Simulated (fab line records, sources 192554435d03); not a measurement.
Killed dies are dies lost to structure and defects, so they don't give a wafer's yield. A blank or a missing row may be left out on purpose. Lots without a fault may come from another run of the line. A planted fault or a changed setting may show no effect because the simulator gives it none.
Split-lot experiment | flow n5_finfet | 7 lots, 21 wafers read, on a route of 1938 steps

THE SPLIT
At N5_SD_EPI_P_EPI_21 (deposits SiGe:B, time 355 s), the setting temp_c was moved away from the recipe's 550 C on 7 of the 21 wafers read, by -0.7% to +0.4%. The other wafers ran this setting at the recipe's value.

FROM THE SPLIT TO THE READING: what the file shows between them, 7 steps
- N5_SD_EPI_P_HM_STRIP_48: strips SiNx in H3PO4, material SiNx, target depth 3 nm
- N5_SD_EPI_P_SRD_49: time 30 s
- N5_SD_EPI_P_PRECLEAN_24: cleans in O3/DIW, time 45 s
- N5_SD_EPI_P_PRECLEAN_32: cleans in dHF, time 10 s
- N5_SD_EPI_P_PRECLEAN_33: cleans in SC2, time 45 s
- N5_SD_ACTIVATION_RTA_00: time 0 s
- N5_SD_ACTIVATION_LSA_01: time 0.0008 s

THE READING
RS_SD_P, in ohm/sq, at N5_SD_ACTIVATION_RS_MEAS_03 (measures by four-point-probe). Fault-free wafers of this fab line usually give 56.1 ohm/sq, standard deviation 0.91 ohm/sq.

wafer  | tool, chamber at the split | temp_c as run, C | against the recipe | RS_SD_P, ohm/sq | against lot-mates on the recipe
L074.2 | epi_rpcvd-04, 0            | 550              | recipe             | 56.6            | -
L074.4 | epi_rpcvd-04, 0            | 550              | recipe             | 57.9            | -
L074.5 | epi_rpcvd-04, 0            | 550              | recipe             | 57.3            | -
L075.3 | epi_rpcvd-03, 0            | 550              | recipe             | 59.0            | -
L075.4 | epi_rpcvd-03, 0            | 550              | recipe             | 58.6            | -
L075.5 | epi_rpcvd-03, 0            | 550              | recipe             | 57.2            | -
L080.2 | epi_rpcvd-01, 0            | 552              | +0.4%              | 53.8            | -2.8
L080.3 | epi_rpcvd-01, 0            | 552              | +0.4%              | 53.5            | -3.1
L080.4 | epi_rpcvd-01, 0            | 550              | recipe             | 56.6            | -
L084.1 | epi_rpcvd-04, 0            | 550              | recipe             | 55.9            | -
L084.3 | epi_rpcvd-04, 0            | 550              | recipe             | 55.5            | -
L084.5 | epi_rpcvd-04, 0            | 550              | recipe             | 56.0            | -
L086.2 | epi_rpcvd-04, 0            | 551.6            | +0.3%              | 53.2            | -1.3
L086.4 | epi_rpcvd-04, 0            | 550              | recipe             | 54.6            | -
L086.6 | epi_rpcvd-04, 0            | 550              | recipe             | 54.4            | -
L091.1 | epi_rpcvd-03, 0            | 548.1            | -0.3%              | 59.9            | +2.8
L091.4 | epi_rpcvd-03, 0            | 550              | recipe             | 57.1            | -
L091.6 | epi_rpcvd-03, 0            | 548.1            | -0.3%              | 60.0            | +2.9
L097.3 | epi_rpcvd-04, 0            | 550              | recipe             | 55.4            | -
L097.4 | epi_rpcvd-04, 0            | 546.1            | -0.7%              | 60.7            | +5.3
L097.6 | epi_rpcvd-04, 0            | 546.1            | -0.7%              | 60.5            | +5.1

THE FIT
A straight line over all 21 wafers: RS_SD_P changes by -7.06 ohm/sq for each +1% of temp_c; r = -0.85; the points scatter about the line by 1.3 ohm/sq.
The same after taking each lot's own level away (the mean of its wafers on the recipe; 21 wafers): -7.42 ohm/sq for each +1%; r = -0.98; scatter 0.45 ohm/sq.
On that fit, the largest move of temp_c shifts the reading by 5.3 ohm/sq.
The lots' own levels span 54.50 to 58.27 ohm/sq, that is 4.1 times the standard deviation above.
So the lot-to-lot level changes the slope little: the two slopes agree.
Check: with one of the wafers moved furthest among these (-0.7%) left out of the fit, the line predicts +5.3 ohm/sq for it against its lot-mates. It came out at +5.3 ohm/sq against them.

OTHER SPLITS ON THESE WAFERS
These wafers also went through other splits before the reading. Each is held against what the fit with the lots' levels taken away leaves over:
other split on the same wafers                    | wafers away from the commonest value | r with RS_SD_P (lot level and that fit taken away)
N5_PMOS_HMC_CHANNEL_EPI_EXPOSE_06 dose_mj         | 9                                    | -0.03
N5_PMOS_HMC_CHANNEL_EPI_DEVELOP_08 develop_time_s | 5                                    | -0.08
N5_FIN_CUT_COAT_19 spin_rpm                       | 6                                    | +0.15
N5_SD_EPI_N_DESCUM_14 time_s                      | 4                                    | -0.01
N5_SD_EPI_N_ETCH_16 target_depth_a                | 9                                    | +0.03

THE WHOLE CHAIN: every reading that the file lists as answering this split, in the file's order
step                        | what it does                                           | reading                                                                           | change (the file's fit)              | r (the file's)
N5_SD_EPI_P_EPI_21          | deposits SiGe:B, time 355 s                            | SiGe-B_of_SD_EPI_P_EPI_21.thk_nm (the simulator's own value, which no gauge read) | +7.2 nm for each +1% of the setting  | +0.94
N5_SD_EPI_P_HM_STRIP_48     | strips SiNx in H3PO4, material SiNx, target depth 3 nm | SiGe-B_of_SD_EPI_P_EPI_21.thk_nm (the simulator's own value, which no gauge read) | +7.32 nm for each +1% of the setting | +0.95
N5_SD_EPI_P_PRECLEAN_24     | cleans in O3/DIW, time 45 s                            | SiGe-B_of_SD_EPI_P_EPI_21.thk_nm (the simulator's own value, which no gauge read) | +7.11 nm for each +1% of the setting | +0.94
N5_SD_ACTIVATION_RS_MEAS_03 | measures by four-point-probe                           | RS_SD_P                                                                           | -7.31 for each +1% of the setting    | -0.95

THE FILE'S OWN FIT
RS_SD_P changes by -7.31 ohm/sq for each +1% of temp_c, r = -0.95.
